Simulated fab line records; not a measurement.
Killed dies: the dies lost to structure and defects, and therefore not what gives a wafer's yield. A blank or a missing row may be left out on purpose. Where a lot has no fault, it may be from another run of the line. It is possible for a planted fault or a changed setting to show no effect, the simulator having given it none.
fab line records	flow nand-harc
record: lots: 14	wafers: 42	last-day: 34
route steps=1302 shown A_CHANNEL_HOLE_D1@479 A_CHANNEL_FILL_D1@499
lots untouched by any fault: they come from a run of this same line in which no faults occurred
start-h: the number of hours between the record's first day and the start of the first shown wafer of the lot	wait-h: time in hours since the lot's previous step	" as in the row above	L1.1+2: several wafers, shown together as one row	- value missing, or start not given	* or withheld: withheld	< > ~ a bound
route shown NAME@n: names a module that has steps shown in the file, with the first one's number in the route	usual: average and standard deviation across the fault-free wafers	same: alike in all rows	chamber/n: place in a boat	sites: per-site readings	_std_site: the standard deviation of these	_edge_site: inner sites' mean taken away from outer sites' mean	radius-mm: how far each site lies from the wafer's centre	mask NAME#n: copy n	behind: tool/chamber where the wafer was last shaped	hold: reason for holding the lot/hours on hold/outcome of the hold	device: names the non-switching transistor (n, p or np)	end of line: the tests these same wafers got at the end of their route	a step given without rows: its recipe and nothing more	killed: not the wafer's yield, but the dies lost to structure and defects at the first sort	map: a wafer's dies, x killed, . not, _ none there
set.NAME: the setting the step ran with; set.NAME@STEP: the setting that earlier step ran with	model.NAME: the simulator's own value behind a step, which no gauge read
steps of the route over a sample of lots; a table a step, a row a wafer
services: from which hour (start-h, from the record's first day; less than 0 if before it) a tool's chamber was out of use, for how many hours, and why
== steps ==
step: NHARC_A_CHANNEL_HOLE_D1_ETCH_33
recipe: bias-v: 400	source-w: 2000	pressure-mtorr: 25	time-s: 90	ar-flow-sccm: 375	c4f8-flow-sccm: 41.7	o2-flow-sccm: 83.3	temp-c: -20	target-depth-a: 4000	chemistry: C4F8/O2/Ar
usual: drypump-motor-current-A: 5.82/0.13	mfc-ar-sccm: 374.9/1.2	showerhead-plenum-p-Torr: 3.69/0.19	throttle-valve-pct: 27.620/0.0095
lot.wafer	tool	chamber	start-h	wait-h	drypump-motor-current-A	mfc-ar-sccm	rf-hours-counter-h	showerhead-plenum-p-Torr	throttle-valve-pct
L143.2	har-etch-01	1	184.20	0.2	5.95	374.5	87	3.65	27.640
L143.3	"	0	"	"	5.83	375.2	-	3.78	27.625
L143.5	"	0	"	"	5.84	373.3	-	3.78	27.623
L144.2	har-etch-02	0	199.28	0.2	5.91	374.2	314	3.46	27.620
L144.1	"	1	"	"	5.65	376.2	314	3.44	27.635
L144.4	"	0	"	"	5.87	373.5	-	3.46	27.605
L145.4	har-etch-01	1	208.43	0.2	5.95	376.6	-	3.65	27.607
L145.6	"	1	"	"	5.92	375.9	-	3.65	27.625
L145.5	"	0	"	"	5.83	373.3	-	3.77	27.623
L146.2	har-etch-02	0	211.83	0.2	5.86	374.6	322	3.46	27.609
L146.1	"	1	"	"	5.65	374.8	322	3.43	27.617
L146.5	"	1	"	"	5.64	373.6	-	3.43	27.610
L147.1	har-etch-02	0	220.47	0.2	5.89	375.0	326	3.46	27.620
L147.3	"	1	"	"	5.64	373.5	-	3.43	27.630
L147.5	"	0	"	"	5.94	375.7	-	3.46	27.613
L148.1	har-etch-01	0	231.24	0.2	5.82	373.7	114	3.76	27.623
L148.3	"	1	"	"	5.92	374.8	-	3.64	27.620
L148.5	"	0	"	"	5.83	374.6	-	3.76	27.613
L150.1	har-etch-01	0	247.64	0.2	5.84	373.4	122	3.76	27.628
L150.4	"	0	"	"	5.84	373.2	-	3.76	27.609
L150.6	"	1	"	"	6.00	375.1	-	3.64	27.632
L151.2	har-etch-01	1	271.15	0.2	5.99	377.1	137	3.63	27.624
L151.1	"	0	"	"	5.84	373.8	137	3.75	27.616
L151.5	"	1	"	"	5.97	375.8	-	3.63	27.630
L152.4	har-etch-02	0	282.87	0.2	5.90	376.2	-	3.44	27.628
L152.3	"	1	"	"	5.62	374.5	-	3.98	27.612
L152.6	"	1	"	"	5.62	374.4	-	3.98	27.617
L160.2	har-etch-01	1	350.23	0.2	5.98	374.5	186	3.60	27.616
L160.4	"	0	"	"	5.85	375.7	-	3.72	27.621
L160.3	"	1	"	"	6.01	375.2	-	3.60	27.622
L162.1	har-etch-02	1	371.50	0.2	5.63	373.1	406	3.94	27.610
L162.3	"	0	"	"	5.91	373.3	-	3.97	27.630
L162.5	"	1	"	"	5.66	373.5	-	3.94	27.631
L164.1	har-etch-01	0	390.24	0.2	5.83	374.3	209	3.71	27.597
L164.2	"	1	"	"	5.96	377.3	209	3.59	27.605
L164.3	"	0	"	"	5.83	376.3	-	3.71	27.626
L166.2	har-etch-01	0	415.97	0.2	5.84	374.4	229	3.70	27.610
L166.3	"	1	"	"	5.95	374.6	-	3.58	27.621
L166.6	"	1	"	"	5.97	375.0	-	3.58	27.620
L165.2	har-etch-02	1	416.86	0.2	5.62	375.0	15	3.93	27.610
L165.6	"	1	"	"	5.64	374.9	-	3.93	27.604
L165.5	"	0	"	"	5.92	373.3	-	3.96	27.623
step: NHARC_A_CHANNEL_HOLE_D1_ETCH_44
recipe: target-depth-a: 1400	overetch-a: 140	time-s: 77	ion-energy-ev: 100	cf4-flow-sccm: 80	o2-flow-sccm: 20	ar-flow-sccm: 0	rf-w: 300	bias-w: 100	chemistry: CF4/O2
usual: bias-w: 100.0/0.31	drypump-motor-current-A: 5.8/0.38	mfc-ar-sccm: 0.007/0.0096	oes_f_703_au: 1.000/0.0048	oes-product-au: 1.001/0.0084	rf-vpp-V: 197.5/1.3	showerhead-plenum-p-Torr: 1.31/0.051	throttle-valve-pct: 13.398/0.0084
lot.wafer	tool	chamber	start-h	wait-h	bias-w	drypump-motor-current-A	mfc-ar-sccm	oes_f_703_au	oes-product-au	rf-hours-counter-h	rf-vpp-V	showerhead-plenum-p-Torr	throttle-valve-pct
L143.2	rie-diel-06	3	184.91	0.0	99.6	6.2	0	0.997	1.000	3	198.3	1.31	13.423
L143.3	"	2	"	"	99.6	5.3	0	1.008	1.016	3	196.5	1.24	13.389
L143.5	"	3	"	"	99.5	6.2	0	1.000	1.003	-	196.6	1.31	13.393
L144.4	rie-diel-02	2	200.05	0.1	100.2	6.0	0.027	0.999	0.983	48	196.6	1.31	13.396
L144.2	"	3	"	"	99.7	5.2	0.037	1.003	0.997	46	199.4	1.38	13.396
L144.1	"	0	"	"	99.7	5.6	0	1.003	1.004	42	196.6	1.26	13.396
L145.4	rie-diel-06	0	209.12	0.1	100.3	6.2	0.006	0.995	1.004	5	197.4	1.28	13.415
L145.5	"	3	"	"	99.5	6.2	0	1.000	1.003	-	197.5	1.31	13.391
L145.6	"	0	"	"	100.3	6.2	0.006	0.999	1.001	-	197.8	1.28	13.392
L146.2	rie-diel-04	0	212.58	0.0	99.8	5.6	0.001	1.004	1.001	7	199.9	1.40	13.404
L146.1	"	1	"	"	99.9	5.7	0.011	1.003	1.000	5	199.3	1.39	13.408
L146.5	"	0	"	"	99.9	5.6	0.001	0.996	0.997	-	197.7	1.40	13.403
L147.1	rie-diel-06	0	221.18	0.1	100.1	6.1	0.006	1.005	1.004	6	197.6	1.27	13.403
L147.3	"	1	"	"	99.6	5.6	0.013	1.000	0.991	6	198.6	1.35	13.416
L147.5	"	0	"	"	100.3	6.1	0.006	0.996	1.014	-	196.0	1.28	13.393
L148.3	rie-diel-06	1	231.96	0.1	100.4	5.6	0.013	0.998	0.987	7	197.7	1.35	13.403
L148.1	"	0	"	"	100.3	6.1	0.006	1.002	1.003	6	196.3	1.28	13.388
L148.5	"	1	"	"	100.1	5.6	0.013	0.999	0.985	-	198.0	1.35	13.406
L150.1	rie-diel-06	3	248.91	0.1	99.3	6.2	0	0.997	1.001	9	195.5	1.31	13.397
L150.4	"	1	"	"	99.6	5.6	0.013	0.994	0.996	-	198.4	1.35	13.401
L150.6	"	3	"	"	99.7	6.2	0	0.996	1.001	-	198.6	1.31	13.384
L151.1	rie-diel-06	3	271.93	0.1	100.3	6.2	0	0.994	0.991	11	196.3	1.31	13.403
L151.2	"	1	"	"	99.7	5.6	0.013	1.001	0.988	12	199.1	1.35	13.394
L151.5	"	2	"	"	99.7	5.3	0	1.006	1.001	-	197.4	1.24	13.405
L152.3	rie-diel-06	3	283.59	0.1	100.6	6.2	0	1.009	1.005	12	196.4	1.31	13.389
L152.4	"	2	"	"	100.0	5.3	0	1.000	1.001	9	196.4	1.24	13.390
L152.6	"	0	"	"	100.2	6.1	0.006	0.999	1.011	-	197.0	1.27	13.386
L160.2	rie-diel-04	0	351.47	0.3	99.9	5.6	0.001	0.996	0.994	54	200.2	1.39	13.402
L160.4	"	1	"	"	99.5	5.7	0.011	1.005	0.993	53	199.9	1.38	13.393
L160.3	"	3	"	"	100.3	5.0	0.003	0.994	1.002	53	198.0	1.31	13.406
L162.1	rie-diel-06	3	372.22	0.1	99.7	6.2	0	1.005	1.008	7	197.1	1.30	13.390
L162.3	"	0	"	"	100.2	6.1	0.006	0.997	1.007	6	196.8	1.27	13.408
L162.5	"	1	"	"	99.7	5.6	0.013	0.997	0.994	-	198.5	1.35	13.411
L164.1	rie-diel-02	3	391.00	0.1	100.2	5.2	0.037	0.993	1.005	59	199.1	1.36	13.403
L164.2	"	0	"	"	99.9	5.6	0	1.003	1.001	60	196.6	1.25	13.387
L164.3	"	1	"	"	100.3	5.8	0.031	1.000	1.012	52	198.9	1.42	13.401
L166.3	rie-diel-04	3	416.81	0.1	99.4	5.0	0.003	1.001	1.020	17	198.2	1.31	13.401
L166.2	"	1	"	"	100.5	5.7	0.011	0.998	1.012	17	198.1	1.37	13.394
L166.6	"	2	"	"	99.6	6.0	0	0.999	0.997	-	198.0	1.36	13.390
L165.2	rie-diel-06	0	417.63	0.1	100.0	6.1	0.006	0.999	0.996	10	195.9	1.27	13.383
L165.5	"	1	"	"	99.9	5.6	0.013	1.001	0.991	-	198.7	1.35	13.408
L165.6	"	2	"	"	100.5	5.3	0	1.004	1.005	-	195.0	1.24	13.417
step: NHARC_A_CHANNEL_FILL_D1_ETCHBACK_19
recipe: target-depth-a: 50	time-s: 1.7	hbr-flow-sccm: 150	cl2-flow-sccm: 50	rf-w: 400	icp-w: 400	bias-w: 100	chemistry: HBr/Cl2
usual: bias-w: 99.97/0.3	drypump-motor-current-A: 5.6/0.35	oes-product-au: 1.000/0.0074	throttle-valve-pct: 26.404/0.0092
lot.wafer	tool	chamber	start-h	wait-h	bias-w	drypump-motor-current-A	oes-product-au	rf-hours-counter-h	throttle-valve-pct
L143.2	rie-si-03	1	210.41	0.4	99.78	5.7	0.989	1.1	26.410
L143.3	"	0	"	"	99.84	5.2	0.999	1.1	26.389
L143.5	"	1	"	"	99.94	5.8	0.992	-	26.407
L144.1	rie-si-06	2	226.87	0.4	99.48	5.3	0.999	0.9	26.410
L144.4	"	3	"	"	99.80	5.5	0.997	0.8	26.392
L144.2	"	0	"	"	100.04	5.7	1.001	0.8	26.397
L146.1	rie-si-03	0	235.19	0.4	100.28	5.3	0.994	0.0	26.416
L146.2	"	2	"	"	99.75	5.1	1.002	0.0	26.407
L146.5	"	1	"	"	99.74	5.8	1.002	-	26.396
L145.4	rie-si-06	2	235.20	0.4	100.80	5.3	1.014	1.0	26.399
L145.5	"	1	"	"	99.97	6.0	1.006	-	26.414
L145.6	"	2	"	"	100.65	5.3	1.003	-	26.400
L147.1	rie-si-03	2	246.48	0.4	100.15	5.1	1.005	0.1	26.392
L147.3	"	3	"	"	99.84	5.9	1.007	0.1	26.418
L147.5	"	3	"	"	99.64	5.9	0.994	-	26.411
L148.1	rie-si-04	1	257.42	0.4	100.33	6.0	0.991	0.5	26.415
L148.3	"	2	"	"	99.75	6.4	1.002	0.6	26.406
L148.5	"	2	"	"	99.89	6.4	0.996	-	26.400
L150.4	rie-si-03	2	277.60	0.4	100.17	5.1	0.995	0.3	26.404
L150.1	"	3	"	"	99.89	5.9	1.001	0.2	26.398
L150.6	"	2	"	"	100.29	5.1	0.994	-	26.406
L151.1	rie-si-03	3	299.09	0.4	99.83	5.9	0.996	0.3	26.406
L151.2	"	2	"	"	99.93	5.0	1.011	0.3	26.406
L151.5	"	3	"	"	99.64	5.9	1.005	-	26.406
L152.4	rie-si-06	3	308.72	0.4	99.51	5.5	1.007	0.2	26.404
L152.3	"	0	"	"	99.70	5.7	1.003	0.3	26.404
L152.6	"	2	"	"	100.05	5.3	1.003	-	26.417
L160.3	rie-si-03	0	382.67	0.4	99.77	5.3	1.001	0.6	26.407
L160.4	"	1	"	"	100.28	5.8	0.742	0.8	26.403
L160.2	"	2	"	"	99.26	5.0	1.006	0.9	26.370
L162.1	rie-si-03	3	395.15	0.4	99.64	5.9	0.758	0.9	26.392
L162.3	"	2	"	"	99.92	5.1	1.002	1.0	26.390
L162.5	"	0	"	"	99.86	5.2	0.991	-	26.410
L164.2	rie-si-06	2	416.88	0.4	99.61	5.3	1.009	0.9	26.391
L164.1	"	0	"	"	100.06	5.7	0.997	1.0	26.392
L164.3	"	1	"	"	100.00	6.0	0.999	1.1	26.404
L165.2	rie-si-06	2	444.70	0.4	99.72	5.3	0.999	0.1	26.409
L165.5	"	2	"	"	99.68	5.3	1.002	-	26.410
L165.6	"	3	"	"	99.79	5.5	0.999	-	26.411
L166.2	rie-si-04	0	444.71	0.4	99.52	5.6	0.990	0.8	26.398
L166.3	"	1	"	"	99.45	6.0	0.994	0.7	26.416
L166.6	"	0	"	"	99.80	5.6	0.994	-	26.402
step: NHARC_A_CHANNEL_FILL_D1_ETCHBACK_20
recipe: target-depth-a: 270	time-s: 13.5	c4f8-flow-sccm: withheld	o2-flow-sccm: 8	ar-flow-sccm: withheld	rf-w: 600	bias-w: 1500	chemistry: C4F8/O2/Ar
usual: bias-w: 1500/4.6	oes-product-au: 0.96/0.034	rf-vpp-V: 979/5.5
lot.wafer	tool	chamber	start-h	wait-h	bias-w	oes-product-au	rf-hours-counter-h	rf-vpp-V
L143.2	rie-diel-09	0	210.54	-	1504	1.00	3.3	984
L143.3	"	2	"	"	1502	1.00	4.2	979
L143.5	"	0	"	"	1496	1.00	-	983
L144.4	rie-diel-07	0	226.98	-	1499	0.95	5.0	987
L144.2	"	1	"	"	1501	0.94	4.7	972
L144.1	"	3	"	"	1501	0.94	4.4	988
L145.4	rie-diel-07	3	235.31	-	1504	0.93	5.0	987
L145.5	"	3	"	"	1505	0.92	-	988
L145.6	"	0	"	"	1494	0.93	-	987
L146.1	rie-diel-10	3	235.32	-	1502	0.92	8.1	973
L146.2	"	0	"	"	1502	0.93	5.9	982
L146.5	"	3	"	"	1501	0.93	-	973
L147.1	rie-diel-07	3	246.62	-	1502	0.93	5.3	988
L147.3	"	1	"	"	1497	0.92	5.4	973
L147.5	"	2	"	"	1501	0.93	-	985
L148.1	rie-diel-09	3	257.54	-	1494	0.93	7.3	975
L148.3	"	1	"	"	1502	0.93	7.5	974
L148.5	"	0	"	"	1494	0.93	-	982
L150.1	rie-diel-07	1	277.73	-	1504	0.92	7.5	972
L150.4	"	0	"	"	1507	0.93	8.3	986
L150.6	"	2	"	"	1497	0.93	-	984
L151.1	rie-diel-10	0	299.22	-	1505	1.02	2.3	982
L151.2	"	3	"	"	1500	1.00	2.4	975
L151.5	"	0	"	"	1512	1.02	-	983
L152.3	rie-diel-09	2	308.84	-	1493	0.94	9.8	977
L152.4	"	3	"	"	1495	0.94	9.0	976
L152.6	"	2	"	"	1500	0.94	-	979
L160.3	rie-diel-09	3	382.79	-	1499	0.93	5.2	976
L160.2	"	0	"	"	1503	0.93	3.8	983
L160.4	"	1	"	"	1500	0.93	5.0	974
L162.3	rie-diel-09	2	395.28	-	1497	1.00	5.0	979
L162.1	"	0	"	"	1503	0.99	4.1	985
L162.5	"	3	"	"	1511	0.99	-	977
L164.2	rie-diel-07	0	417.01	-	1503	0.92	5.5	986
L164.3	"	1	"	"	1501	0.92	6.6	972
L164.1	"	3	"	"	1502	0.92	4.4	987
L165.2	rie-diel-10	2	444.83	-	1504	1.00	0.3	969
L165.6	"	2	"	"	1500	1.00	-	970
L165.5	"	3	"	"	1502	1.00	-	973
L166.2	rie-diel-07	2	444.85	-	1500	0.93	8.7	985
L166.3	"	3	"	"	1501	0.93	6.2	987
L166.6	"	0	"	"	1498	0.92	-	988
== services ==
tool	chamber	start-h	hours	kind
rie-diel-06	-	170.43	0.9	repair
rie-diel-09	0	178.64	4.3	repair
rie-diel-07	1	200.25	9.8	repair
rie-diel-06	2	215.34	5.2	repair
rie-si-03	-	221.00	9.0	pm
rie-diel-09	0	226.41	1.3	repair
rie-diel-06	2	239.53	19.5	repair
rie-si-06	-	249.00	9.0	pm
rie-si-03	2	292.81	3.5	repair
rie-diel-07	-	294.20	9.0	pm
rie-diel-06	0	294.94	3.8	repair
rie-diel-09	-	301.63	0.3	repair
rie-diel-06	-	307.20	9.0	pm
rie-diel-07	2	313.06	3.7	repair
rie-diel-07	3	313.56	14.5	repair
rie-diel-07	1	324.01	8.8	repair
rie-si-03	-	342.32	0.1	repair
rie-si-03	0	353.26	14.9	repair
rie-diel-07	3	371.89	1.7	repair
har-etch-02	-	382.85	17.0	pm
rie-si-03	-	398.00	9.0	pm
rie-diel-06	-	403.36	1.3	repair
rie-diel-06	-	412.80	0.3	repair
rie-diel-06	-	438.76	1.8	repair
== key ==
first-sign: step: NHARC_A_CHANNEL_FILL_D1_ETCHBACK_19	reading: oes-product-au	direction: down	sigmas: 34	usual: 1.000	struck: 0.750
effect none on later readings
met-at NHARC_A_CHANNEL_FILL_D1_ETCHBACK_19
struck-lots L160,L162
struck-wafers L160.4,L162.1
sort-left-out L160.4,L162.1
tester-left-out L160,L162
not-acting-at NHARC_A_CHANNEL_HOLE_D1_ETCH_33,NHARC_A_CHANNEL_HOLE_D1_ETCH_44,NHARC_A_CHANNEL_FILL_D1_ETCHBACK_20
onset-between 299.09 382.67
fault: kind: process-parameter-drift	tool: rie-si-03	chamber: -	onset-h: 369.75	steps: NHARC_A_CHANNEL_FILL_D1_ETCHBACK_19	channel: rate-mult	offset: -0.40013	shape: step	end-h: 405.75	scope: struck-wafers-only
tester-left-out: of these lots the tester's yield and bins aren't shown, on N5 and GAA mostly nor the transistor test; their killed dies are dies lost to structure and defects alone, not to doping, threshold or leakage, so they don't give the yield
sort-left-out: the simulated sort isn't trusted on such a fault, so these wafers' sort isn't shown, and their yield isn't known
